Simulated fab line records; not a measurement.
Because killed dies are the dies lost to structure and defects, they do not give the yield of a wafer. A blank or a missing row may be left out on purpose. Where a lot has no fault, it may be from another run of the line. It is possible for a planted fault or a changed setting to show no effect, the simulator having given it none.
fab line records	flow n5-finfet
[record] lots = 14	wafers = 42	last-day = 18
route steps=1938 shown MOL_CONTACT_COAG@624 BEOL_M0_SAQP@646
lots with no fault: from the same line, run without faults
start-h: the number of hours between the record's first day and the start of the first shown wafer of the lot	wait-h: hours from the lot's prior step to this one	" same as the row above	L1.1+2: a row that stands for several wafers	- either no value or no given start	* or withheld: withheld	< > ~ a bound
route shown NAME@n: names a module that has steps shown in the file, with the first one's number in the route	usual: the fault-free wafers' mean and standard deviation	same: alike in all rows	chamber/n: place in a boat	sites: readings site by site	_std_site: their standard deviation	_edge_site: the outer-site mean with the inner-site mean subtracted	radius-mm: for every site, how far away it sits from the centre of the wafer	mask NAME#n: copy n	behind: the last tool/chamber to shape the wafer	hold: reason for holding the lot/hours on hold/outcome of the hold	device: which transistor (n, p or np) failed to switch	end of line: at the end of the route, the tests of the same wafers	where a step has no rows: the recipe by itself	killed: at the first sort, the dies lost to defects and structure; wafer yield is something else	map: the dies of a wafer, with x for killed, . for not killed, _ for no die there
set.NAME: setting as actually run; set.NAME@STEP: the setting as run at that earlier step	model.NAME: the simulator's own value behind a step, which no gauge read
the route's steps for a sample of lots (tables are steps, rows are wafers)
services: from which hour (start-h, from the record's first day; less than 0 if before it) a tool's chamber was out of use, for how many hours, and why
[[steps]]
[step N5_MOL_CONTACT_COAG_CVD_140]
[recipe] material = W	target-thk-a = 665	mode = selective-fill	temp-c = 300	time-s = 215
[usual] heater-power-w = 453/30
lot.wafer	tool	chamber	start-h	wait-h	heater-power-w
L889.2	cvd-w-02	0	105.59	0.1	449
L889.4	"	1	"	"	455
L889.6	"	1	"	"	467
L890.1	cvd-w-01	1	114.56	0.1	497
L890.4	"	1	"	"	506
L890.6	"	0	"	"	391
L891.3	cvd-w-01	0	117.83	0.1	396
L891.5	"	1	"	"	517
L891.6	"	0	"	"	395
L892.2	cvd-w-02	1	121.39	0.1	480
L892.4	"	1	"	"	451
L892.5	"	0	"	"	445
L896.3	cvd-w-02	1	143.37	0.1	453
L896.5	"	1	"	"	464
L896.6	"	0	"	"	448
L898.4	cvd-w-02	1	156.88	0.1	469
L898.5	"	0	"	"	428
L898.6	"	1	"	"	455
L899.3	cvd-w-01	0	165.89	0.1	405
L899.4	"	1	"	"	505
L899.5	"	0	"	"	397
L903.2	cvd-w-02	1	186.51	0.1	467
L903.4	"	1	"	"	461
L903.5	"	1	"	"	469
L904.4	cvd-w-02	0	191.74	0.1	455
L904.5	"	1	"	"	473
L904.6	"	0	"	"	442
L905.1	cvd-w-01	0	201.11	0.1	400
L905.3	"	1	"	"	496
L905.5	"	0	"	"	403
L906.3	cvd-w-02	1	202.65	0.1	481
L906.5	"	1	"	"	467
L906.6	"	0	"	"	448
L908.2	cvd-w-02	1	214.45	0.1	467
L908.3	"	0	"	"	441
L908.5	"	0	"	"	452
L911.1	cvd-w-02	1	234.70	0.1	467
L911.2	"	0	"	"	440
L911.5	"	1	"	"	458
L912.2	cvd-w-02	0	240.74	0.1	436
L912.3	"	0	"	"	446
L912.5	"	1	"	"	465
[step N5_BEOL_M0_SAQP_EXPOSE_11]
[recipe] mask-id = M0_CORE	na = 1.35	source-shape = dipole	sigma-inner = 0.538	sigma-outer = 0.738	polarization = te	target-cd-nm = 42	dose-mj = 55
[usual] dipole-opening-deg = 40/0	exposure-dose-mJ-cm2 = 54.94/0.061
lot.wafer	tool	chamber	start-h	wait-h	mask	dipole-opening-deg	exposure-dose-mJ-cm2
L889.2	arfi-scanner-01	0	113.45	-	M0_CORE#0	40	54.83
L889.4	"	0	"	"	M0_CORE#0	40	54.83
L889.6	"	0	"	"	M0_CORE#0	40	54.93
L890.1	arfi-scanner-03	0	120.49	-	M0_CORE#0	40	54.83
L890.4	"	0	"	"	M0_CORE#0	40	54.83
L890.6	"	0	"	"	M0_CORE#0	40	54.94
L891.3	arfi-scanner-03	0	123.98	-	M0_CORE#0	40	54.92
L891.5	"	0	"	"	M0_CORE#0	40	54.92
L891.6	"	0	"	"	M0_CORE#0	40	54.84
L892.2	arfi-scanner-02	0	127.74	-	M0_CORE#0	40	54.96
L892.4	"	0	"	"	M0_CORE#0	40	54.91
L892.5	"	0	"	"	M0_CORE#0	40	54.92
L896.3	arfi-scanner-01	0	148.26	-	M0_CORE#0	40	54.92
L896.5	"	0	"	"	M0_CORE#0	40	54.96
L896.6	"	0	"	"	M0_CORE#0	40	54.91
L898.4	arfi-scanner-02	0	162.75	-	M0_CORE#0	40	54.88
L898.5	"	0	"	"	M0_CORE#0	40	54.93
L898.6	"	0	"	"	M0_CORE#0	40	54.83
L899.3	arfi-scanner-01	0	173.84	-	M0_CORE#0	40	55.06
L899.4	"	0	"	"	M0_CORE#0	40	55.05
L899.5	"	0	"	"	M0_CORE#0	40	55.07
L903.2	arfi-scanner-03	-	191.63	-	M0_CORE#0	-	-
L903.4	"	-	"	"	M0_CORE#0	-	-
L903.5	"	-	"	"	M0_CORE#0	-	-
L904.4	arfi-scanner-02	-	196.96	-	M0_CORE#0	-	-
L904.5	"	-	"	"	M0_CORE#0	-	-
L904.6	"	-	"	"	M0_CORE#0	-	-
L905.1	arfi-scanner-03	0	206.20	-	M0_CORE#0	40	54.95
L905.3	"	0	"	"	M0_CORE#0	40	54.86
L905.5	"	0	"	"	M0_CORE#0	40	54.92
L906.3	arfi-scanner-03	0	208.87	-	M0_CORE#0	40	54.87
L906.5	"	0	"	"	M0_CORE#0	40	55.07
L906.6	"	0	"	"	M0_CORE#0	40	54.94
L908.2	arfi-scanner-02	0	220.55	-	M0_CORE#0	40	54.97
L908.3	"	0	"	"	M0_CORE#0	40	54.98
L908.5	"	0	"	"	M0_CORE#0	40	55.01
L911.1	arfi-scanner-01	0	242.10	-	M0_CORE#0	40	55.08
L911.2	"	0	"	"	M0_CORE#0	40	54.98
L911.5	"	0	"	"	M0_CORE#0	40	54.87
L912.2	arfi-scanner-03	0	246.65	-	M0_CORE#0	40	54.98
L912.3	"	0	"	"	M0_CORE#0	40	54.93
L912.5	"	0	"	"	M0_CORE#0	40	54.88
[step N5_BEOL_M0_SAQP_DESCUM_19]
[recipe] chemistry = O2	time-s = 7.9	source-power-w = 50	bias-power-w = 20	pressure-mtorr = 20	rf-frequency-hz = 2.712e+07	temp-c = 40	resist = CAR-ArF	o2-flow-sccm = 225
[usual] drypump-motor-current-A = 5.7/0.42	oes-product-au = 0.76/0.083	rf-vpp-V = 243.1/1.3	showerhead-plenum-p-Torr = 2.09/0.083	throttle-valve-pct = 20.48/0.23
lot.wafer	tool	chamber	start-h	wait-h	drypump-motor-current-A	oes-product-au	rf-hours-counter-h	rf-vpp-V	showerhead-plenum-p-Torr	throttle-valve-pct
L889.2	rie-diel-04	3	113.81	0.2	6.3	0.90	32	245.4	2.24	20.54
L889.4	"	0	"	"	5.5	0.72	197	242.2	1.98	20.49
L889.6	"	2	"	"	5.8	0.76	-	242.7	2.07	20.21
L890.1	rie-diel-04	1	121.13	0.5	5.2	0.69	217	242.8	2.17	20.63
L890.4	"	0	"	"	5.5	0.71	-	240.7	1.98	20.50
L890.6	"	1	"	"	5.2	0.68	-	242.3	2.17	20.63
L891.3	rie-diel-02	3	124.19	0.0	4.9	0.75	184	240.5	2.01	20.87
L891.5	"	0	"	"	5.7	0.67	-	243.3	2.15	20.56
L891.6	"	3	"	"	4.9	0.74	-	239.6	2.01	20.88
L892.2	rie-diel-02	1	127.95	0.0	6.3	0.68	231	241.5	2.04	20.26
L892.4	"	0	"	"	5.7	0.66	237	244.0	2.15	20.57
L892.5	"	0	"	"	5.7	0.67	-	242.8	2.15	20.57
L896.3	rie-diel-04	0	148.46	0.0	5.5	0.70	212	241.4	1.97	20.50
L896.5	"	1	"	"	5.2	0.70	-	245.6	2.16	20.63
L896.6	"	0	"	"	5.5	0.70	-	241.1	1.97	20.51
L898.4	rie-diel-02	1	162.94	0.0	6.4	0.67	241	243.0	2.03	20.30
L898.5	"	0	"	"	5.7	0.65	-	244.3	2.14	20.58
L898.6	"	1	"	"	6.4	0.67	-	242.7	2.03	20.29
L899.3	rie-diel-04	0	174.15	0.1	5.5	0.69	218	242.0	1.97	20.53
L899.4	"	2	"	"	5.8	0.74	162	242.8	2.06	20.26
L899.5	"	3	"	"	6.3	0.87	-	245.1	2.24	20.58
L903.2	rie-diel-03	1	191.84	0.0	5.7	0.77	145	242.1	2.09	20.16
L903.4	"	2	"	"	6.0	0.76	169	242.9	1.99	20.47
L903.5	"	0	"	"	5.9	0.85	-	242.1	2.02	20.11
L904.4	rie-diel-02	2	197.17	0.0	5.8	0.76	-	243.3	2.10	20.63
L904.5	"	0	"	"	5.7	0.98	-	243.3	2.14	20.17
L904.6	"	3	"	"	4.9	0.72	-	241.3	2.00	20.90
L905.1	rie-diel-03	0	206.41	0.0	6.0	0.84	61	242.0	2.02	20.11
L905.3	"	1	"	"	5.7	0.77	151	242.9	2.08	20.17
L905.5	"	0	"	"	5.9	0.85	-	243.3	2.02	20.12
L906.3	rie-diel-03	3	209.07	0.0	5.5	0.69	193	243.7	2.17	20.45
L906.5	"	3	"	"	5.5	0.68	-	243.1	2.17	20.44
L906.6	"	0	"	"	5.9	0.85	-	241.7	2.02	20.12
L908.2	rie-diel-02	0	220.76	0.0	5.7	0.94	10	244.5	2.14	20.18
L908.3	"	1	"	"	6.3	1.00	0	243.2	2.03	19.94
L908.5	"	0	"	"	5.7	0.94	-	244.8	2.14	20.20
L911.1	rie-diel-02	3	242.41	0.1	4.9	0.71	223	241.9	2.00	20.95
L911.2	"	1	"	"	6.3	0.96	6	242.5	2.03	19.96
L911.5	"	1	"	"	6.4	0.97	-	242.9	2.03	19.96
L912.2	rie-diel-04	0	246.86	0.0	5.5	0.69	237	241.9	1.96	20.56
L912.3	"	3	"	"	6.3	0.84	69	245.3	2.23	20.63
L912.5	"	3	"	"	6.3	0.85	-	245.7	2.23	20.62
[step N5_BEOL_M0_SAQP_ETCH_83]
[recipe] chemistry = CF4	target = SiARC	target-depth-a = 390	mask-material = CAR-ArF	time-s = 65	ion-energy-ev = 80	pressure-mtorr = 40	source-w = 545	bias-w = 36	Ar_flow_sccm = 100	cf4-flow-sccm = 100	ends = cleared
[usual] cf4-flow-sccm = 100.0/0.32	drypump-motor-current-A = 5.7/0.42	etch-rf-on-time-s = 65.5/1.4	oes-product-au = 0.65/0.07	rf-vpp-V = 184.0/1.3	showerhead-plenum-p-Torr = 2.14/0.074	throttle-valve-pct = 15.68/0.19
lot.wafer	tool	chamber	start-h	wait-h	cf4-flow-sccm	drypump-motor-current-A	etch-rf-on-time-s	oes-product-au	rf-hours-counter-h	rf-vpp-V	showerhead-plenum-p-Torr	throttle-valve-pct
L889.2	rie-diel-04	3	113.85	0.0	100.4	6.3	66.0	0.75	32	185.0	2.28	15.55
L889.4	"	0	"	"	100.5	5.5	65.5	0.62	197	182.6	2.04	15.79
L889.6	"	2	"	"	100.2	5.8	65.6	0.64	-	184.3	2.15	15.61
L890.1	rie-diel-04	1	121.16	0.0	100.1	5.2	66.1	0.59	217	185.0	2.20	15.72
L890.4	"	0	"	"	99.7	5.5	64.6	0.62	-	182.5	2.04	15.77
L890.6	"	1	"	"	99.5	5.2	65.8	0.59	-	184.4	2.20	15.69
L891.3	rie-diel-02	3	124.22	0.0	100.3	4.9	62.0	0.66	184	182.4	2.05	15.96
L891.5	"	0	"	"	99.9	5.7	65.4	0.57	-	184.9	2.18	15.71
L891.6	"	3	"	"	99.8	4.9	62.1	0.65	-	182.5	2.05	15.95
L892.2	rie-diel-02	1	127.99	0.0	99.9	6.3	68.0	0.58	231	184.2	2.11	15.65
L892.4	"	0	"	"	99.7	5.7	66.3	0.57	237	183.5	2.18	15.70
L892.5	"	0	"	"	99.8	5.7	66.5	0.58	-	183.4	2.18	15.71
L896.3	rie-diel-04	0	148.50	0.0	99.6	5.5	65.9	0.60	212	182.0	2.03	15.80
L896.5	"	1	"	"	100.0	5.2	67.2	0.58	-	183.7	2.20	15.72
L896.6	"	0	"	"	100.0	5.5	66.4	0.61	-	183.8	2.03	15.80
L898.4	rie-diel-02	1	162.98	0.0	99.8	6.3	66.3	0.58	241	183.9	2.11	15.69
L898.5	"	0	"	"	100.4	5.6	67.0	0.56	-	184.0	2.18	15.71
L898.6	"	1	"	"	99.8	6.3	67.0	0.57	-	184.0	2.11	15.70
L899.3	rie-diel-04	0	174.18	0.0	99.5	5.5	65.2	0.60	218	181.2	2.03	15.81
L899.4	"	2	"	"	99.9	5.8	64.0	0.63	162	181.6	2.14	15.63
L899.5	"	3	"	"	100.3	6.3	66.5	0.73	-	187.1	2.27	15.59
L903.2	rie-diel-03	1	191.87	0.0	99.5	5.7	64.7	0.28	145	184.1	2.14	15.43
L903.4	"	2	"	"	99.8	6.0	65.4	0.28	169	182.8	2.06	15.70
L903.5	"	0	"	"	99.3	5.9	65.5	0.32	-	181.5	2.08	15.32
L904.4	rie-diel-02	2	197.21	0.0	99.8	5.8	64.0	0.29	-	183.3	2.15	15.85
L904.5	"	0	"	"	100.4	5.7	66.0	0.37	-	183.0	2.18	15.25
L904.6	"	3	"	"	100.1	4.9	62.3	0.26	-	184.0	2.04	15.98
L905.1	rie-diel-03	0	206.45	0.0	100.2	5.9	65.7	0.72	61	182.6	2.08	15.36
L905.3	"	1	"	"	99.6	5.7	64.3	0.66	151	183.5	2.14	15.43
L905.5	"	0	"	"	100.0	5.9	66.3	0.70	-	184.3	2.08	15.37
L906.3	rie-diel-03	3	209.11	0.0	99.4	5.5	65.1	0.61	193	184.5	2.21	15.69
L906.5	"	3	"	"	99.7	5.5	66.0	0.60	-	186.0	2.21	15.70
L906.6	"	0	"	"	100.1	5.9	65.7	0.72	-	183.2	2.08	15.36
L908.2	rie-diel-02	0	220.79	0.0	100.1	5.7	65.9	0.81	10	186.0	2.18	15.24
L908.3	"	1	"	"	99.8	6.3	64.3	0.86	0	182.7	2.11	15.21
L908.5	"	0	"	"	100.0	5.7	66.3	0.80	-	183.8	2.18	15.26
L911.1	rie-diel-02	3	242.44	0.0	99.6	4.9	62.5	0.63	223	182.6	2.04	16.05
L911.2	"	1	"	"	100.0	6.3	64.8	0.81	6	183.9	2.11	15.24
L911.5	"	1	"	"	100.1	6.4	64.7	0.82	-	184.3	2.11	15.23
L912.2	rie-diel-04	0	246.90	0.0	99.8	5.5	66.2	0.59	237	183.2	2.03	15.85
L912.3	"	3	"	"	99.7	6.3	66.6	0.71	69	186.4	2.26	15.62
L912.5	"	3	"	"	99.8	6.3	66.7	0.71	-	184.8	2.26	15.63
[[services]]
tool	chamber	start-h	hours	kind
arfi-scanner-03	-	84.24	1.3	pm
arfi-scanner-02	-	106.73	1.3	pm
rie-diel-04	3	116.29	12.9	repair
arfi-scanner-01	-	117.71	4.9	pm
arfi-scanner-03	-	121.41	0.3	repair
arfi-scanner-02	-	123.43	1.0	pm
arfi-scanner-01	-	137.12	0.8	pm
arfi-scanner-01	-	138.25	0.3	repair
arfi-scanner-01	-	142.13	1.0	pm
arfi-scanner-02	-	147.21	2.1	repair
arfi-scanner-02	-	165.16	0.8	pm
cvd-w-01	0	166.57	1.7	repair
cvd-w-01	-	168.79	6.0	pm
arfi-scanner-02	-	173.36	1.0	pm
arfi-scanner-03	-	175.71	1.0	pm
rie-diel-04	0	176.83	7.2	repair
arfi-scanner-03	-	193.83	0.8	pm
arfi-scanner-01	-	195.72	1.3	pm
arfi-scanner-01	-	197.82	3.1	pm
rie-diel-04	0	204.06	8.8	repair
arfi-scanner-03	-	209.73	1.0	pm
arfi-scanner-03	-	210.73	1.3	pm
cvd-w-02	-	212.78	0.9	repair
arfi-scanner-03	-	226.80	4.9	pm
[[key]]
[first-sign] step = N5_BEOL_M0_SAQP_EXPOSE_11	reading = tool-record	direction = missing
effect none on later readings
met-at N5_BEOL_M0_SAQP_EXPOSE_11
struck-lots L903,L904
later-rows-left-out L903.2,L903.4,L903.5,L904.4,L904.5,L904.6
sort-left-out L903.2,L903.4,L903.5,L904.4,L904.5,L904.6
not-acting-at N5_MOL_CONTACT_COAG_CVD_140,N5_BEOL_M0_SAQP_DESCUM_19,N5_BEOL_M0_SAQP_ETCH_83
onset-between 162.75 191.63
[fault] kind = skipped-step-whole	tool = arfi-scanner-02,arfi-scanner-03	chamber = -	onset-h = 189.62	steps = N5_BEOL_M0_SAQP_EXPOSE_11	scope = struck-lots-only
// sort-left-out: the simulated sort isn't trusted on such a fault, so these wafers' sort isn't shown, and their yield isn't known
// later-rows-left-out: the simulator's readings of these wafers behind a module that went badly wrong aren't trusted and aren't shown, but for the sort
